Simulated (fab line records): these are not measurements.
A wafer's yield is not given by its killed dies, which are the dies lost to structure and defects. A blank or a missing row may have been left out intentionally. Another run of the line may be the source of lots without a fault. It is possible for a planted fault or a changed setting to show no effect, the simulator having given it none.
A lot that was struck, set against a sound lot -- flow n5Finfet -- 20 steps out of a route of 1938
Sound: the wafers L519.3, L519.5, L519.6. The struck wafers were L527.1, L527.3, L527.5. The cause is given at the end.
Order at every step that has rows: each side's tool, ch and its chambers, its first start. Under that, the readings that differ: sound wafers -- struck wafers -- difference of the means -- sigmas: that difference in standard deviations of wafers without a fault.
alike: readings whose means differ by less than 2 such deviations, and words and numbers that are the same on both sides. not compared: withheld readings, readings that some wafer has no value for, bounds like >300 that may hide the same value, and numbers for which the record gives no deviation and whose values overlap.
Wherever a step has rows on one side only, a row that says differs or no value, or a row with sigmas, the two part there. When numbers do not overlap yet have no deviation, they are printed without sigmas and do not part them. Lack of a reading on every wafer of one side parts them only where that side has two or more wafers.

first, 8 steps without rows for these wafers: N5_BEOL_M14_SPUTTER_45 (material Cu, target thk 100 nm, time 16.67 s); N5_BEOL_M14_ECD_47 (material Cu, target thk 1248 nm); N5_BEOL_M14_ANNEAL_48 (time 90 s); N5_BEOL_M14_CMP_49 (polishes, stops on SiO2, t overpolish 5.2 s, target thk 560 nm); N5_BEOL_M14_PRE_CLEAN_52 (time 15 s); N5_BEOL_M14_DEP_53 (deposits SiCN from 3MS/NH3, target thk 50 nm, time 17.8 s); N5_BEOL_M15_ILD_DEP_00 (deposits SiO2 from TEOS/O2, target thk 1629.3 nm, time 346.1 s); N5_BEOL_M15_COAT_58 (time 60 s, resist thk 89 nm).
N5_BEOL_M15_COAT_04: resist thk 800 nm.
  sound on lithoTrack-02 ch 0, day 12 01:16; struck on lithoTrack-02 ch 0, day 14 02:49
reading,sound,struck,difference,sigmas
spinSpeedRpm (rpm),1702.7 1703.1 1703.4,1441.2 1441.0 1440.7,-262.1,-99 or more
model.coat_of_BEOL_M15_COAT_04.thkNm (nm),801.8 803.4 804.6,868 874.2 869.2,+67,
then, 8 steps without rows for these wafers: N5_BEOL_M15_EBR_06; N5_BEOL_M15_SOFTBAKE_05 (time 60 s); N5_BEOL_M15_EXPOSE_07 (exposes mask V14); N5_BEOL_M15_PEB_08 (peb time 90 s); N5_BEOL_M15_DEVELOP_09 (develop time 45 s); N5_BEOL_M15_HARDBAKE_14 (time 120 s); N5_BEOL_M15_DESCUM_15 (chemistry O2, time 7.9 s); N5_BEOL_M15_ETCH_59 (etches BARC in N2/H2, target depth 89 nm, overetch 26.7 nm, time 67.9 s).
N5_BEOL_M15_VIA_ETCH_16: etches SiO2 in C4F8/O2/Ar, target depth 1792.2 nm.
  sound on rieDiel-05 ch 0,1,2, day 12 02:48; struck on rieDiel-04 ch 1,3, day 14 03:29
reading,sound,struck,difference,sigmas
rfVppV (V),2164 2229 2179,2245 2254 2252,+60,+2
model.coat_of_BEOL_M15_COAT_04.thkNm (nm),337.6 337.2 331.6,401.8 400.2 399,+64.9,
  alike: C4F8_flow_sccm, chamberPressureMTorr, drypumpMotorCurrentA, heOuterTorr, oesProductAu, showerheadPlenumPTorr, throttleValvePct
then, 1 step without rows for these wafers: N5_BEOL_M15_STRIP_63 (strips in O2).
N5_PASSIVATION_PROBE_49:
  only the struck wafers here have rows in the record (prober-01, day 14 20:34); the sound ones have none

## WHERE THEY PART
At N5_BEOL_M15_COAT_04 first; at N5_PASSIVATION_PROBE_49 last (within this record only).

WHY: what the simulator had put in
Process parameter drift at N5_BEOL_M15_COAT_04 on lithoTrack-02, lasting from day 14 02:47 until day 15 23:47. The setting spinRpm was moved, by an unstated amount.
